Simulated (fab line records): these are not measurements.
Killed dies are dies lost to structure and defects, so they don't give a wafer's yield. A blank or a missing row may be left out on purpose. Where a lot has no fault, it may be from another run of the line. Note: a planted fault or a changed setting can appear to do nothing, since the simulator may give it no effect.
Which tool is to blame? :: flow nand harc :: 72 wafers from 24 lots sampled at 6 of the route's 1159 steps

WHAT THE GAUGES READ, wafer by wafer
The record lacks any reading of a measuring or inspecting step that a usual standard deviation could be used to judge.

TOOL THAT RAN EACH LOT (tool first, then ch and the chambers of the sampled wafers, then the start)
lot: L075
NHARC_A_STAIRCASE_ETCHBACK_416: rie diel-02 ch 0,2, day 11 21:43 or earlier
NHARC_A_STAIRCASE_DEP_417: pecvd-01 ch 0,2, day 11 21:43
NHARC_A_STAIRCASE_DEP_322: pecvd-01 ch 0,1,2, day 12 16:51
NHARC_A_STAIRCASE_ETCHBACK_157: rie diel-02 ch 1,2,3, day 13 14:28
NHARC_A_STAIRCASE_DEP_471: pecvd-01 ch 1,2, day 13 14:52
NHARC_A_STAIRCASE_CMP_472: cmp-02 ch 0,2,3, day 13 15:08

lot: L074
NHARC_A_STAIRCASE_ETCHBACK_416: rie diel-01 ch 1,2,3, day 11 22:58 or earlier
NHARC_A_STAIRCASE_DEP_417: pecvd-03 ch 0,2, day 11 22:58
NHARC_A_STAIRCASE_DEP_322: pecvd-03 ch 0,1, day 12 16:56
NHARC_A_STAIRCASE_ETCHBACK_157: rie diel-02 ch 0,1, day 13 14:19
NHARC_A_STAIRCASE_DEP_471: pecvd-01 ch 0,2, day 13 14:41
NHARC_A_STAIRCASE_CMP_472: cmp-03 ch 0,1,3, day 13 15:01

lot: L076
NHARC_A_STAIRCASE_ETCHBACK_416: rie diel-08 ch 0,1,2, day 12 15:57 or earlier
NHARC_A_STAIRCASE_DEP_417: pecvd-03 ch 0,1,2, day 12 15:57
NHARC_A_STAIRCASE_DEP_322: pecvd-01 ch 1,2, day 13 12:32
NHARC_A_STAIRCASE_ETCHBACK_157: rie diel-02 ch 2,3, day 14 11:49
NHARC_A_STAIRCASE_DEP_471: pecvd-03 ch 0,1, day 14 12:08
NHARC_A_STAIRCASE_CMP_472: cmp-02 ch 0,2,3, day 14 12:24

lot: L079
NHARC_A_STAIRCASE_ETCHBACK_416: rie diel-02 ch 2,3, day 12 19:53 or earlier
NHARC_A_STAIRCASE_DEP_417: pecvd-04 ch 0,1,2, day 12 19:53
NHARC_A_STAIRCASE_DEP_322: pecvd-04 ch 1,2, day 13 17:34
NHARC_A_STAIRCASE_ETCHBACK_157: rie diel-02 ch 0,1,3, day 14 13:59
NHARC_A_STAIRCASE_DEP_471: pecvd-01 ch 0,1,2, day 14 14:22
NHARC_A_STAIRCASE_CMP_472: cmp-04 ch 2,3, day 14 14:36

lot: L077
NHARC_A_STAIRCASE_ETCHBACK_416: rie diel-08 ch 0,1,3, day 12 21:34 or earlier
NHARC_A_STAIRCASE_DEP_417: pecvd-03 ch 1,2, day 12 21:34
NHARC_A_STAIRCASE_DEP_322: pecvd-01 ch 0,2, day 13 17:12
NHARC_A_STAIRCASE_ETCHBACK_157: rie diel-08 ch 0,1,2, day 14 12:11
NHARC_A_STAIRCASE_DEP_471: pecvd-03 ch 0,1, day 14 12:26
NHARC_A_STAIRCASE_CMP_472: cmp-04 ch 1,2,3, day 14 12:43

lot: L078
NHARC_A_STAIRCASE_ETCHBACK_416: rie diel-08 ch 1,2, day 13 03:08 or earlier
NHARC_A_STAIRCASE_DEP_417: pecvd-04 ch 0,1, day 13 03:08
NHARC_A_STAIRCASE_DEP_322: pecvd-04 ch 0,2, day 14 00:36
NHARC_A_STAIRCASE_ETCHBACK_157: rie diel-01 ch 1,3, day 14 22:51
NHARC_A_STAIRCASE_DEP_471: pecvd-03 ch 0,1,2, day 14 23:11
NHARC_A_STAIRCASE_CMP_472: cmp-03 ch 1,2,3, day 14 23:28

lot: L080
NHARC_A_STAIRCASE_ETCHBACK_416: rie diel-08 ch 1,2, day 13 06:13 or earlier
NHARC_A_STAIRCASE_DEP_417: pecvd-01 ch 0,2, day 13 06:13
NHARC_A_STAIRCASE_DEP_322: pecvd-03 ch 0,1,2, day 14 00:38
NHARC_A_STAIRCASE_ETCHBACK_157: rie diel-08 ch 1,2,3, day 15 00:18
NHARC_A_STAIRCASE_DEP_471: pecvd-04 ch 1,2, day 15 00:41
NHARC_A_STAIRCASE_CMP_472: cmp-03 ch 0,3, day 15 00:58

lot: L081
NHARC_A_STAIRCASE_ETCHBACK_416: rie diel-02 ch 1,2,3, day 13 21:17 or earlier
NHARC_A_STAIRCASE_DEP_417: pecvd-04 ch 1,2, day 13 21:17
NHARC_A_STAIRCASE_DEP_322: pecvd-01 ch 0,2, day 14 16:23
NHARC_A_STAIRCASE_ETCHBACK_157: rie diel-08 ch 1,2, day 15 14:23
NHARC_A_STAIRCASE_DEP_471: pecvd-03 ch 0,1,2, day 15 14:41
NHARC_A_STAIRCASE_CMP_472: cmp-04 ch 1,3, day 15 14:55

lot: L082
NHARC_A_STAIRCASE_ETCHBACK_416: rie diel-02 ch 1,3, day 14 03:10 or earlier
NHARC_A_STAIRCASE_DEP_417: pecvd-04 ch 0,1,2, day 14 03:10
NHARC_A_STAIRCASE_DEP_322: pecvd-04 ch 1,2, day 15 07:04
NHARC_A_STAIRCASE_ETCHBACK_157: rie diel-08 ch 0,1, day 16 06:15
NHARC_A_STAIRCASE_DEP_471: pecvd-04 ch 1,2, day 16 07:02
NHARC_A_STAIRCASE_CMP_472: cmp-04 ch 1,3, day 16 07:20

lot: L083
NHARC_A_STAIRCASE_ETCHBACK_416: rie diel-08 ch 0,3, day 14 09:22 or earlier
NHARC_A_STAIRCASE_DEP_417: pecvd-01 ch 1,2, day 14 09:22
NHARC_A_STAIRCASE_DEP_322: pecvd-01 ch 1,2, day 15 06:44
NHARC_A_STAIRCASE_ETCHBACK_157: rie diel-01 ch 0,2,3, day 16 06:58
NHARC_A_STAIRCASE_DEP_471: pecvd-04 ch 1,2, day 16 07:31
NHARC_A_STAIRCASE_CMP_472: cmp-03 ch 0,2, day 16 07:48

lot: L086
NHARC_A_STAIRCASE_ETCHBACK_416: rie diel-01 ch 0,2,3, day 14 22:58
NHARC_A_STAIRCASE_DEP_417: pecvd-04 ch 0,1,2, day 14 23:23
NHARC_A_STAIRCASE_DEP_322: pecvd-04 ch 1,2, day 15 18:36
NHARC_A_STAIRCASE_ETCHBACK_157: rie diel-01 ch 0,2,3, day 16 18:37
NHARC_A_STAIRCASE_DEP_471: pecvd-01 ch 0,2, day 16 19:16
NHARC_A_STAIRCASE_CMP_472: cmp-02 ch 0,2,3, day 16 19:32

lot: L084
NHARC_A_STAIRCASE_ETCHBACK_416: rie diel-02 ch 0,2,3, day 15 05:28 or earlier
NHARC_A_STAIRCASE_DEP_417: pecvd-01 ch 0,1,2, day 15 05:28
NHARC_A_STAIRCASE_DEP_322: pecvd-03 ch 0,2, day 16 06:12
NHARC_A_STAIRCASE_ETCHBACK_157: rie diel-02 ch 1,2,3, day 17 05:02
NHARC_A_STAIRCASE_DEP_471: pecvd-04 ch 0,1, day 17 05:20
NHARC_A_STAIRCASE_CMP_472: cmp-04 ch 0,2,3, day 17 05:49

lot: L085
NHARC_A_STAIRCASE_ETCHBACK_416: rie diel-01 ch 0,1,3, day 15 05:44 or earlier
NHARC_A_STAIRCASE_DEP_417: pecvd-03 ch 0,1, day 15 05:44
NHARC_A_STAIRCASE_DEP_322: pecvd-04 ch 0,1,2, day 16 06:28
NHARC_A_STAIRCASE_ETCHBACK_157: rie diel-02 ch 0,1,3, day 17 06:53
NHARC_A_STAIRCASE_DEP_471: pecvd-01 ch 0,1,2, day 17 07:13
NHARC_A_STAIRCASE_CMP_472: cmp-02 ch 0,1,2, day 17 07:29

lot: L087
NHARC_A_STAIRCASE_ETCHBACK_416: rie diel-02 ch 0,2,3, day 15 07:37 or earlier
NHARC_A_STAIRCASE_DEP_417: pecvd-03 ch 0,1,2, day 15 07:37
NHARC_A_STAIRCASE_DEP_322: pecvd-01 ch 0,1,2, day 16 06:12
NHARC_A_STAIRCASE_ETCHBACK_157: rie diel-01 ch 0,1,2, day 17 05:15
NHARC_A_STAIRCASE_DEP_471: pecvd-01 ch 0,1,2, day 17 05:32
NHARC_A_STAIRCASE_CMP_472: cmp-02 ch 0,1,3, day 17 05:48

lot: L090
NHARC_A_STAIRCASE_ETCHBACK_416: rie diel-02 ch 1,2,3, day 15 16:11 or earlier
NHARC_A_STAIRCASE_DEP_417: pecvd-04 ch 1,2, day 15 16:11
NHARC_A_STAIRCASE_DEP_322: pecvd-01 ch 0,2, day 17 02:12
NHARC_A_STAIRCASE_ETCHBACK_157: rie diel-01 ch 0,3, day 17 22:11
NHARC_A_STAIRCASE_DEP_471: pecvd-01 ch 0,1, day 17 22:28
NHARC_A_STAIRCASE_CMP_472: cmp-03 ch 0,2,3, day 17 22:44

lot: L089
NHARC_A_STAIRCASE_ETCHBACK_416: rie diel-01 ch 0,1,2, day 15 19:21
NHARC_A_STAIRCASE_DEP_417: pecvd-04 ch 0,1, day 15 19:31
NHARC_A_STAIRCASE_DEP_322: pecvd-03 ch 0,1,2, day 17 01:38
NHARC_A_STAIRCASE_ETCHBACK_157: rie diel-02 ch 2,3, day 17 23:13
NHARC_A_STAIRCASE_DEP_471: pecvd-04 ch 0,1,2, day 17 23:32
NHARC_A_STAIRCASE_CMP_472: cmp-02 ch 0,2, day 17 23:48

lot: L088
NHARC_A_STAIRCASE_ETCHBACK_416: rie diel-02 ch 0,1,3, day 15 22:04 or earlier
NHARC_A_STAIRCASE_DEP_417: pecvd-03 ch 0,1, day 15 22:04
NHARC_A_STAIRCASE_DEP_322: pecvd-01 ch 0,1, day 17 01:32
NHARC_A_STAIRCASE_ETCHBACK_157: rie diel-08 ch 0,1,3, day 17 21:56
NHARC_A_STAIRCASE_DEP_471: pecvd-03 ch 0,1, day 17 22:13
NHARC_A_STAIRCASE_CMP_472: cmp-04 ch 2,3, day 17 22:29

lot: L091
NHARC_A_STAIRCASE_ETCHBACK_416: rie diel-02 ch 1,3, day 16 04:14 or earlier
NHARC_A_STAIRCASE_DEP_417: pecvd-04 ch 1,2, day 16 04:14
NHARC_A_STAIRCASE_DEP_322: pecvd-03 ch 0,2, day 17 02:19
NHARC_A_STAIRCASE_ETCHBACK_157: rie diel-02 ch 2,3, day 18 00:04
NHARC_A_STAIRCASE_DEP_471: pecvd-04 ch 0,1,2, day 18 00:22
NHARC_A_STAIRCASE_CMP_472: cmp-03 ch 0,1,2, day 18 00:38

lot: L092
NHARC_A_STAIRCASE_ETCHBACK_416: rie diel-02 ch 0,1,3, day 16 07:13 or earlier
NHARC_A_STAIRCASE_DEP_417: pecvd-03 ch 0,1, day 16 07:13
NHARC_A_STAIRCASE_DEP_322: pecvd-03 ch 0,1,2, day 17 01:15
NHARC_A_STAIRCASE_ETCHBACK_157: rie diel-02 ch 0,1,3, day 17 21:38
NHARC_A_STAIRCASE_DEP_471: pecvd-01 ch 0,1,2, day 17 21:56
NHARC_A_STAIRCASE_CMP_472: cmp-04 ch 0,1,2, day 17 22:15

lot: L093
NHARC_A_STAIRCASE_ETCHBACK_416: rie diel-01 ch 1,2,3, day 16 12:55 or earlier
NHARC_A_STAIRCASE_DEP_417: pecvd-04 ch 0,1, day 16 12:55
NHARC_A_STAIRCASE_DEP_322: pecvd-01 ch 0,2, day 17 08:01
NHARC_A_STAIRCASE_ETCHBACK_157: rie diel-08 ch 0,2,3, day 18 02:57
NHARC_A_STAIRCASE_DEP_471: pecvd-03 ch 0,1, day 18 03:13
NHARC_A_STAIRCASE_CMP_472: cmp-02 ch 0,1, day 18 03:29

lot: L095
NHARC_A_STAIRCASE_ETCHBACK_416: rie diel-08 ch 0,1,2, day 17 03:19 or earlier
NHARC_A_STAIRCASE_DEP_417: pecvd-03 ch 1,2, day 17 03:19
NHARC_A_STAIRCASE_DEP_322: pecvd-03 ch 0,1,2, day 18 01:17
NHARC_A_STAIRCASE_ETCHBACK_157: rie diel-08 ch 0,1,3, day 18 23:35
NHARC_A_STAIRCASE_DEP_471: pecvd-04 ch 0,1,2, day 19 00:08
NHARC_A_STAIRCASE_CMP_472: cmp-03 ch 2,3, day 19 00:23

lot: L094
NHARC_A_STAIRCASE_ETCHBACK_416: rie diel-01 ch 0,1,2, day 17 03:53 or earlier
NHARC_A_STAIRCASE_DEP_417: pecvd-03 ch 0,2, day 17 03:53
NHARC_A_STAIRCASE_DEP_322: pecvd-01 ch 1,2, day 18 01:22
NHARC_A_STAIRCASE_ETCHBACK_157: rie diel-01 ch 1,2, day 18 22:56
NHARC_A_STAIRCASE_DEP_471: pecvd-01 ch 0,1,2, day 18 23:29
NHARC_A_STAIRCASE_CMP_472: cmp-02 ch 0,1, day 18 23:46

lot: L096
NHARC_A_STAIRCASE_ETCHBACK_416: rie diel-08 ch 0,1,2, day 17 13:46 or earlier
NHARC_A_STAIRCASE_DEP_417: pecvd-03 ch 0,1, day 17 13:46
NHARC_A_STAIRCASE_DEP_322: pecvd-04 ch 0,2, day 18 11:17
NHARC_A_STAIRCASE_ETCHBACK_157: rie diel-08 ch 0,1,2, day 19 10:59
NHARC_A_STAIRCASE_DEP_471: pecvd-01 ch 0,1, day 19 11:18
NHARC_A_STAIRCASE_CMP_472: cmp-04 ch 1,2,3, day 19 11:34

lot: L097
NHARC_A_STAIRCASE_ETCHBACK_416: rie diel-08 ch 0,1, day 17 19:53 or earlier
NHARC_A_STAIRCASE_DEP_417: pecvd-04 ch 0,1, day 17 19:53
NHARC_A_STAIRCASE_DEP_322: pecvd-04 ch 0,2, day 18 15:29
NHARC_A_STAIRCASE_ETCHBACK_157: rie diel-01 ch 1,3, day 19 11:17
NHARC_A_STAIRCASE_DEP_471: pecvd-01 ch 0,1,2, day 19 11:35
NHARC_A_STAIRCASE_CMP_472: cmp-04 ch 0,1,2, day 19 11:53
- NHARC_A_STAIRCASE_ETCHBACK_416: etches the open film in C4F8/O2/Ar, target depth 36 nm, time 7.2 s.
- NHARC_A_STAIRCASE_DEP_417: deposits Si3N4, target thk 60 nm.
- NHARC_A_STAIRCASE_DEP_322: deposits SiO2, target thk 3800 nm.
- NHARC_A_STAIRCASE_ETCHBACK_157: etches the open film in CH3F/O2, target depth 90 nm, time 167.14 s.
- NHARC_A_STAIRCASE_DEP_471: deposits SiO2, target thk 100 nm.
- NHARC_A_STAIRCASE_CMP_472: polishes SiO2.

WHAT THE TOOLS THEMSELVES READ (means of the sampled wafers that have a number; where no wafer has one, the mark that the record gives instead)
NHARC_A_STAIRCASE_ETCHBACK_416. Usual: oes product au 0.934 a.u., standard deviation 0.029; rf vpp V 724 V, standard deviation 4.5.
lot: L075
tool: rie diel-02
oes product au (a.u.): 0.927
rf vpp V (V): 728
flag: 

lot: L074
tool: rie diel-01
oes product au (a.u.): 1.011
rf vpp V (V): 723
flag: 

lot: L076
tool: rie diel-08
oes product au (a.u.): 0.996
rf vpp V (V): 721
flag: 

lot: L079
tool: rie diel-02
oes product au (a.u.): 0.918
rf vpp V (V): 721
flag: 

lot: L077
tool: rie diel-08
oes product au (a.u.): 0.923
rf vpp V (V): 724
flag: 

lot: L078
tool: rie diel-08
oes product au (a.u.): 0.924
rf vpp V (V): 720
flag: 

lot: L080
tool: rie diel-08
oes product au (a.u.): 0.929
rf vpp V (V): 720
flag: 

lot: L081
tool: rie diel-02
oes product au (a.u.): 0.924
rf vpp V (V): 720
flag: 

lot: L082
tool: rie diel-02
oes product au (a.u.): 0.927
rf vpp V (V): 718
flag: 

lot: L083
tool: rie diel-08
oes product au (a.u.): 0.933
rf vpp V (V): 726
flag: 

lot: L086
tool: rie diel-01
oes product au (a.u.): 0.905
rf vpp V (V): 726
flag: 

lot: L084
tool: rie diel-02
oes product au (a.u.): 0.928
rf vpp V (V): 724
flag: 

lot: L085
tool: rie diel-01
oes product au (a.u.): 0.917
rf vpp V (V): 726
flag: 

lot: L087
tool: rie diel-02
oes product au (a.u.): 1.002
rf vpp V (V): 725
flag: 

lot: L090
tool: rie diel-02
oes product au (a.u.): 0.925
rf vpp V (V): 721
flag: 

lot: L089
tool: rie diel-01
oes product au (a.u.): 0.927
rf vpp V (V): 724
flag: 

lot: L088
tool: rie diel-02
oes product au (a.u.): 0.924
rf vpp V (V): 722
flag: 

lot: L091
tool: rie diel-02
oes product au (a.u.): 0.966
rf vpp V (V): 718
flag: 

lot: L092
tool: rie diel-02
oes product au (a.u.): 0.922
rf vpp V (V): 723
flag: 

lot: L093
tool: rie diel-01
oes product au (a.u.): 0.946
rf vpp V (V): 723
flag: 

lot: L095
tool: rie diel-08
oes product au (a.u.): 0.922
rf vpp V (V): 726
flag: 

lot: L094
tool: rie diel-01
oes product au (a.u.): 0.915
rf vpp V (V): 724
flag: 

lot: L096
tool: rie diel-08
oes product au (a.u.): 0.919
rf vpp V (V): 725
flag: 

lot: L097
tool: rie diel-08
oes product au (a.u.): 0.917
rf vpp V (V): 723
flag: 

NHARC_A_STAIRCASE_DEP_417. Usual: heater power w at 758 W, with a standard deviation of 110.
lot: L075
tool: pecvd-01
heater power w (W): 733
flag: 

lot: L074
tool: pecvd-03
heater power w (W): 722
flag: 

lot: L076
tool: pecvd-03
heater power w (W): 768
flag: 

lot: L079
tool: pecvd-04
heater power w (W): 769
flag: 

lot: L077
tool: pecvd-03
heater power w (W): 717
flag: 

lot: L078
tool: pecvd-04
heater power w (W): 670
flag: 

lot: L080
tool: pecvd-01
heater power w (W): 755
flag: 

lot: L081
tool: pecvd-04
heater power w (W): 873
flag: 

lot: L082
tool: pecvd-04
heater power w (W): 821
flag: 

lot: L083
tool: pecvd-01
heater power w (W): 655
flag: 

lot: L086
tool: pecvd-04
heater power w (W): 736
flag: 

lot: L084
tool: pecvd-01
heater power w (W): 732
flag: 

lot: L085
tool: pecvd-03
heater power w (W): 760
flag: 

lot: L087
tool: pecvd-03
heater power w (W): 699
flag: 

lot: L090
tool: pecvd-04
heater power w (W): 876
flag: 

lot: L089
tool: pecvd-04
heater power w (W): 661
flag: 

lot: L088
tool: pecvd-03
heater power w (W): 791
flag: 

lot: L091
tool: pecvd-04
heater power w (W): 906
flag: 

lot: L092
tool: pecvd-03
heater power w (W): 758
flag: 

lot: L093
tool: pecvd-04
heater power w (W): 821
flag: 

lot: L095
tool: pecvd-03
heater power w (W): 777
flag: 

lot: L094
tool: pecvd-03
heater power w (W): 773
flag: 

lot: L096
tool: pecvd-03
heater power w (W): 818
flag: 

lot: L097
tool: pecvd-04
heater power w (W): 698
flag: 

NHARC_A_STAIRCASE_DEP_322. Usual: heater power w at 671 W, with a standard deviation of 100.
lot: L075
tool: pecvd-01
heater power w (W): 685
flag: 

lot: L074
tool: pecvd-03
heater power w (W): 710
flag: 

lot: L076
tool: pecvd-01
heater power w (W): 604
flag: 

lot: L079
tool: pecvd-04
heater power w (W): 810
flag: 

lot: L077
tool: pecvd-01
heater power w (W): 631
flag: 

lot: L078
tool: pecvd-04
heater power w (W): 562
flag: 

lot: L080
tool: pecvd-03
heater power w (W): 632
flag: 

lot: L081
tool: pecvd-01
heater power w (W): 637
flag: 

lot: L082
tool: pecvd-04
heater power w (W): 847
flag: 

lot: L083
tool: pecvd-01
heater power w (W): 668
flag: 

lot: L086
tool: pecvd-04
heater power w (W): 832
flag: 

lot: L084
tool: pecvd-03
heater power w (W): 723
flag: 

lot: L085
tool: pecvd-04
heater power w (W): 732
flag: 

lot: L087
tool: pecvd-01
heater power w (W): 672
flag: 

lot: L090
tool: pecvd-01
heater power w (W): 643
flag: 

lot: L089
tool: pecvd-03
heater power w (W): 639
flag: 

lot: L088
tool: pecvd-01
heater power w (W): 680
flag: 

lot: L091
tool: pecvd-03
heater power w (W): 685
flag: 

lot: L092
tool: pecvd-03
heater power w (W): 659
flag: 

lot: L093
tool: pecvd-01
heater power w (W): 643
flag: 

lot: L095
tool: pecvd-03
heater power w (W): 670
flag: 

lot: L094
tool: pecvd-01
heater power w (W): 630
flag: 

lot: L096
tool: pecvd-04
heater power w (W): 648
flag: 

lot: L097
tool: pecvd-04
heater power w (W): 573
flag: 

NHARC_A_STAIRCASE_ETCHBACK_157. Usual: drypump motor current A 5.6 A, standard deviation 0.54; oes product au 0.97 a.u., standard deviation 0.032; rf vpp V 244.6 V, standard deviation 1.7; showerhead plenum p Torr 2.48 Torr, standard deviation 0.11; throttle valve pct 20.664 %, standard deviation 0.009.
lot: L075
tool: rie diel-02
drypump motor current A (A): 6.1
oes product au (a.u.): 0.96
rf vpp V (V): 243.6
showerhead plenum p Torr (Torr): 2.39
throttle valve pct (%): 20.669
flag: 

lot: L074
tool: rie diel-02
drypump motor current A (A): 5.1
oes product au (a.u.): 0.98
rf vpp V (V): 243.7
showerhead plenum p Torr (Torr): 2.43
throttle valve pct (%): 20.666
flag: 

lot: L076
tool: rie diel-02
drypump motor current A (A): 6.6
oes product au (a.u.): 1.00
rf vpp V (V): 243.8
showerhead plenum p Torr (Torr): 2.40
throttle valve pct (%): 20.663
flag: 

lot: L079
tool: rie diel-02
drypump motor current A (A): 5.6
oes product au (a.u.): 1.00
rf vpp V (V): 244.0
showerhead plenum p Torr (Torr): 2.43
throttle valve pct (%): 20.659
flag: 

lot: L077
tool: rie diel-08
drypump motor current A (A): 5.5
oes product au (a.u.): 1.00
rf vpp V (V): 245.6
showerhead plenum p Torr (Torr): 2.52
throttle valve pct (%): 20.662
flag: 

lot: L078
tool: rie diel-01
drypump motor current A (A): 5.4
oes product au (a.u.): 1.00
rf vpp V (V): 243.6
showerhead plenum p Torr (Torr): 2.48
throttle valve pct (%): 20.678
flag: 

lot: L080
tool: rie diel-08
drypump motor current A (A): 5.6
oes product au (a.u.): 0.97
rf vpp V (V): 245.6
showerhead plenum p Torr (Torr): 2.53
throttle valve pct (%): 20.663
flag: 

lot: L081
tool: rie diel-08
drypump motor current A (A): 5.3
oes product au (a.u.): 1.00
rf vpp V (V): 244.4
showerhead plenum p Torr (Torr): 2.48
throttle valve pct (%): 20.673
flag: 

lot: L082
tool: rie diel-08
drypump motor current A (A): 5.5
oes product au (a.u.): 0.92
rf vpp V (V): 245.1
showerhead plenum p Torr (Torr): 2.46
throttle valve pct (%): 20.670
flag: 

lot: L083
tool: rie diel-01
drypump motor current A (A): 5.5
oes product au (a.u.): 0.99
rf vpp V (V): 245.4
showerhead plenum p Torr (Torr): 2.52
throttle valve pct (%): 20.668
flag: 

lot: L086
tool: rie diel-01
drypump motor current A (A): 5.5
oes product au (a.u.): 0.99
rf vpp V (V): 244.5
showerhead plenum p Torr (Torr): 2.52
throttle valve pct (%): 20.663
flag: 

lot: L084
tool: rie diel-02
drypump motor current A (A): 6.1
oes product au (a.u.): 0.92
rf vpp V (V): 242.3
showerhead plenum p Torr (Torr): 2.38
throttle valve pct (%): 20.662
flag: 

lot: L085
tool: rie diel-02
drypump motor current A (A): 5.6
oes product au (a.u.): 1.00
rf vpp V (V): 243.7
showerhead plenum p Torr (Torr): 2.42
throttle valve pct (%): 20.668
flag: 

lot: L087
tool: rie diel-01
drypump motor current A (A): 5.7
oes product au (a.u.): 0.91
rf vpp V (V): 244.8
showerhead plenum p Torr (Torr): 2.50
throttle valve pct (%): 20.656
flag: 

lot: L090
tool: rie diel-01
drypump motor current A (A): 5.3
oes product au (a.u.): 0.93
rf vpp V (V): 244.8
showerhead plenum p Torr (Torr): 2.54
throttle valve pct (%): 20.667
flag: 

lot: L089
tool: rie diel-02
drypump motor current A (A): 6.6
oes product au (a.u.): 1.00
rf vpp V (V): 243.5
showerhead plenum p Torr (Torr): 2.39
throttle valve pct (%): 20.663
flag: 

lot: L088
tool: rie diel-08
drypump motor current A (A): 5.6
oes product au (a.u.): 0.99
rf vpp V (V): 243.9
showerhead plenum p Torr (Torr): 2.47
throttle valve pct (%): 20.666
flag: 

lot: L091
tool: rie diel-02
drypump motor current A (A): 6.5
oes product au (a.u.): 0.97
rf vpp V (V): 244.0
showerhead plenum p Torr (Torr): 2.44
throttle valve pct (%): 20.661
flag: 

lot: L092
tool: rie diel-02
drypump motor current A (A): 5.6
oes product au (a.u.): 0.92
rf vpp V (V): 243.1
showerhead plenum p Torr (Torr): 2.42
throttle valve pct (%): 20.657
flag: 

lot: L093
tool: rie diel-08
drypump motor current A (A): 5.7
oes product au (a.u.): 0.95
rf vpp V (V): 246.1
showerhead plenum p Torr (Torr): 2.55
throttle valve pct (%): 20.662
flag: 

lot: L095
tool: rie diel-08
drypump motor current A (A): 5.6
oes product au (a.u.): 0.92
rf vpp V (V): 244.0
showerhead plenum p Torr (Torr): 2.46
throttle valve pct (%): 20.672
flag: 

lot: L094
tool: rie diel-01
drypump motor current A (A): 5.5
oes product au (a.u.): 0.96
rf vpp V (V): 244.3
showerhead plenum p Torr (Torr): 2.42
throttle valve pct (%): 20.656
flag: 

lot: L096
tool: rie diel-08
drypump motor current A (A): 5.5
oes product au (a.u.): 0.99
rf vpp V (V): 244.8
showerhead plenum p Torr (Torr): 2.50
throttle valve pct (%): 20.670
flag: 

lot: L097
tool: rie diel-01
drypump motor current A (A): 5.2
oes product au (a.u.): 1.00
rf vpp V (V): 244.4
showerhead plenum p Torr (Torr): 2.48
throttle valve pct (%): 20.667
flag: 

NHARC_A_STAIRCASE_DEP_471. Usual: heater power w 576 W, standard deviation 91; throttle valve pct 16.1 %, standard deviation 0.39.
lot: L075
tool: pecvd-01
heater power w (W): 470
throttle valve pct (%): 16.3
flag: 

lot: L074
tool: pecvd-01
heater power w (W): 511
throttle valve pct (%): 16.0
flag: 

lot: L076
tool: pecvd-03
heater power w (W): 635
throttle valve pct (%): 15.8
flag: 

lot: L079
tool: pecvd-01
heater power w (W): 574
throttle valve pct (%): 16.0
flag: 

lot: L077
tool: pecvd-03
heater power w (W): 612
throttle valve pct (%): 15.8
flag: 

lot: L078
tool: pecvd-03
heater power w (W): 621
throttle valve pct (%): 16.0
flag: 

lot: L080
tool: pecvd-04
heater power w (W): 728
throttle valve pct (%): 16.1
flag: 

lot: L081
tool: pecvd-03
heater power w (W): 562
throttle valve pct (%): 16.3
flag: 

lot: L082
tool: pecvd-04
heater power w (W): 706
throttle valve pct (%): 16.2
flag: 

lot: L083
tool: pecvd-04
heater power w (W): 758
throttle valve pct (%): 16.2
flag: 

lot: L086
tool: pecvd-01
heater power w (W): 499
throttle valve pct (%): 16.1
flag: 

lot: L084
tool: pecvd-04
heater power w (W): 540
throttle valve pct (%): 15.8
flag: 

lot: L085
tool: pecvd-01
heater power w (W): 561
throttle valve pct (%): 16.2
flag: 

lot: L087
tool: pecvd-01
heater power w (W): 529
throttle valve pct (%): 16.2
flag: 

lot: L090
tool: pecvd-01
heater power w (W): 523
throttle valve pct (%): 16.5
flag: 

lot: L089
tool: pecvd-04
heater power w (W): 568
throttle valve pct (%): 16.0
flag: 

lot: L088
tool: pecvd-03
heater power w (W): 568
throttle valve pct (%): 15.8
flag: 

lot: L091
tool: pecvd-04
heater power w (W): 641
throttle valve pct (%): 16.0
flag: 

lot: L092
tool: pecvd-01
heater power w (W): 562
throttle valve pct (%): 16.1
flag: 

lot: L093
tool: pecvd-03
heater power w (W): 612
throttle valve pct (%): 16.1
flag: 

lot: L095
tool: pecvd-04
heater power w (W): 592
throttle valve pct (%): 16.0
flag: 

lot: L094
tool: pecvd-01
heater power w (W): 480
throttle valve pct (%): 16.1
flag: 

lot: L096
tool: pecvd-01
heater power w (W): 560
throttle valve pct (%): 15.8
flag: 

lot: L097
tool: pecvd-01
heater power w (W): 561
throttle valve pct (%): 16.0
flag: 

NHARC_A_STAIRCASE_CMP_472. Usual: motor current A at 12.3 A, with a standard deviation of 1.1.
lot: L075
tool: cmp-02
motor current A (A): 12.3
flag: 

lot: L074
tool: cmp-03
motor current A (A): 11.6
flag: 

lot: L076
tool: cmp-02
motor current A (A): 12.3
flag: 

lot: L079
tool: cmp-04
motor current A (A): 13.7
flag: 

lot: L077
tool: cmp-04
motor current A (A): 13.7
flag: 

lot: L078
tool: cmp-03
motor current A (A): 11.8
flag: 

lot: L080
tool: cmp-03
motor current A (A): 11.3
flag: 

lot: L081
tool: cmp-04
motor current A (A): 13.3
flag: 

lot: L082
tool: cmp-04
motor current A (A): 13.5
flag: 

lot: L083
tool: cmp-03
motor current A (A): 11.4
flag: 

lot: L086
tool: cmp-02
motor current A (A): 12.1
flag: 

lot: L084
tool: cmp-04
motor current A (A): 13.2
flag: 

lot: L085
tool: cmp-02
motor current A (A): 11.9
flag: 

lot: L087
tool: cmp-02
motor current A (A): 12.6
flag: 

lot: L090
tool: cmp-03
motor current A (A): 11.6
flag: 

lot: L089
tool: cmp-02
motor current A (A): 11.8
flag: 

lot: L088
tool: cmp-04
motor current A (A): 13.6
flag: 

lot: L091
tool: cmp-03
motor current A (A): 11.7
flag: 

lot: L092
tool: cmp-04
motor current A (A): 12.9
flag: 

lot: L093
tool: cmp-02
motor current A (A): 12.4
flag: 

lot: L095
tool: cmp-03
motor current A (A): 11.2
flag: 

lot: L094
tool: cmp-02
motor current A (A): 13.5
flag: 

lot: L096
tool: cmp-04
motor current A (A): 13.5
flag: 

lot: L097
tool: cmp-04
motor current A (A): 12.5
flag: 

THE ANSWER, worked out from the rows above alone
Rule: take the mean of a lot's wafers that have a number; if it is more than 3 standard deviations from the usual mean, the lot is off. A lot without any number at a reading at which 4 lots or more have one is off too. The other lots that the step has rows for count as sound. After the gauges, taken in route order, come the tools' own readings; for these a lot's mean is taken, as printed above. The first step at which some lot is off is used, and at that step the reading that is off furthest; a lot without a number counts as furthest.
No lot is off on any of the readings shown, so nothing can be concluded from this.

WHAT THE SIMULATOR HAD INSERTED
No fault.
